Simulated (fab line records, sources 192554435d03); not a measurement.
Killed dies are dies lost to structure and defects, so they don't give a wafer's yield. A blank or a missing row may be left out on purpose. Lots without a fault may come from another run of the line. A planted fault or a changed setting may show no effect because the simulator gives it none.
Chamber matching | flow n5_finfet | N5_BEOL_M2_ETCH_70 on rie_diel-04: 4 sister chambers
The step etches SOC in N2/H2, target depth 80 nm, overetch 24 nm, time 130 s. 4 wafers are shown with their chamber, then 11 later ones without.

WAFERS WITH THEIR CHAMBER
wafer  | chamber | drypump_motor_current_A (A)
L088.6 | 3       | 6.6
L091.1 | 2       | 4.9
L091.4 | 0       | 5.7
L093.1 | 1       | 6.4

WAFERS WITHOUT THEIR CHAMBER
wafer  | drypump_motor_current_A (A)
L093.5 | 4.9
L093.6 | 6.4
L094.2 | 5.8
L094.3 | 4.9
L094.4 | 4.9
L097.1 | 5.7
L097.2 | 6.4
L097.4 | 6.3
L096.2 | 5.8
L096.3 | 6.3
L096.4 | 5.8

WHICH CHAMBER EACH WENT THROUGH
wafer  | from the rows above | in truth
L093.5 | 2                   | 2
L093.6 | 1                   | 1
L094.2 | 0                   | 0
L094.3 | 2                   | 2
L094.4 | 2                   | 2
L097.1 | 0                   | 0
L097.2 | 1                   | 1
L097.4 | 1                   | 1
L096.2 | 0                   | 0
L096.3 | 1                   | 1
L096.4 | 0                   | 0
Placed correctly: 11 of 11. Can't be placed from these rows: 0. Placed wrongly: 0.
How it was worked out, from the rows above alone: a wafer's distance from a chamber is the root of the sum, over the readings, of the square of ((its reading less the chamber's mean) divided by the reading's scatter). The wafer belongs to the nearest chamber; if the next one is less than 2 further off, it can't be placed. A chamber's mean is the mean of its shown wafers. The scatter: with one shown wafer a chamber, the root of the mean of the squares of how far each hidden wafer lies from its nearest shown one.
